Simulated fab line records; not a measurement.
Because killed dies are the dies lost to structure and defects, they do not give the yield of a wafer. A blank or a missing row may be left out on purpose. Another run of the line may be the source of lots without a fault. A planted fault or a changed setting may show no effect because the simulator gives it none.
Chamber matching || flow nand harc || ald hk-03 running NHARC_A_CHANNEL_FILL_D1_ALD_02: 4 sister chambers
The step deposits SiO2, target thk 6 nm, pulse time 10 s, ald cycles 60. 8 wafers are shown with their chamber, then 9 later ones without.

## WAFERS PAIRED WITH THEIR CHAMBERS
{"wafer": "L084.1", "chamber": 2, "heater power w (W)": 507, "precursor pulse height rel": 1.036}
{"wafer": "L088.4", "chamber": 1, "heater power w (W)": 491, "precursor pulse height rel": 0.973}
{"wafer": "L089.1", "chamber": 2, "heater power w (W)": 502, "precursor pulse height rel": 1.027}
{"wafer": "L089.2", "chamber": 0, "heater power w (W)": 449, "precursor pulse height rel": 0.999}
{"wafer": "L089.3", "chamber": 3, "heater power w (W)": 422, "precursor pulse height rel": 0.987}
{"wafer": "L090.1", "chamber": 3, "heater power w (W)": 417, "precursor pulse height rel": 0.975}
{"wafer": "L090.5", "chamber": 1, "heater power w (W)": 481, "precursor pulse height rel": 0.987}
{"wafer": "L090.6", "chamber": 0, "heater power w (W)": 450, "precursor pulse height rel": 0.966}

## WAFERS WITH NO CHAMBER GIVEN
{"wafer": "L092.1", "heater power w (W)": 509, "precursor pulse height rel": 0.965}
{"wafer": "L092.3", "heater power w (W)": 447, "precursor pulse height rel": 0.992}
{"wafer": "L092.6", "heater power w (W)": 508, "precursor pulse height rel": 1.014}
{"wafer": "L095.1", "heater power w (W)": 421, "precursor pulse height rel": 1.025}
{"wafer": "L095.2", "heater power w (W)": 502, "precursor pulse height rel": 0.966}
{"wafer": "L095.5", "heater power w (W)": 520, "precursor pulse height rel": 1.003}
{"wafer": "L096.1", "heater power w (W)": 425, "precursor pulse height rel": 0.997}
{"wafer": "L096.2", "heater power w (W)": 512, "precursor pulse height rel": 0.998}
{"wafer": "L096.3", "heater power w (W)": 523, "precursor pulse height rel": 0.980}

## THE CHAMBER EACH PASSED THROUGH
{"wafer": "L092.1", "from the rows above": "can't be placed: 2 or 1", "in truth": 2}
{"wafer": "L092.3", "from the rows above": 0, "in truth": 0}
{"wafer": "L092.6", "from the rows above": 2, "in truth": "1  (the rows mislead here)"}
{"wafer": "L095.1", "from the rows above": 3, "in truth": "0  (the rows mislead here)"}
{"wafer": "L095.2", "from the rows above": "can't be placed: 1 or 2", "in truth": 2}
{"wafer": "L095.5", "from the rows above": 2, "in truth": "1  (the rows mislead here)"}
{"wafer": "L096.1", "from the rows above": 3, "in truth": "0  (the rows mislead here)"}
{"wafer": "L096.2", "from the rows above": 2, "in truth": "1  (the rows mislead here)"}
{"wafer": "L096.3", "from the rows above": 2, "in truth": 2}
Correct placement for 2 of the 9. These rows do not allow placing 2 (true chamber among the candidates in 2). Wrongly placed: 5.
How it was worked out, from the rows above alone: a wafer's distance from a chamber is the root of the sum, over the readings, of the square of ((its reading less the chamber's mean) divided by the reading's scatter). The wafer belongs to the nearest chamber; if the next one is less than 2 further off, it can't be placed. Each chamber's mean is taken over the wafers shown for it. The scatter is the square root of a quotient: the sum, over the shown wafers, of each reading's squared deviation from its chamber's mean, divided by wafers minus chambers.
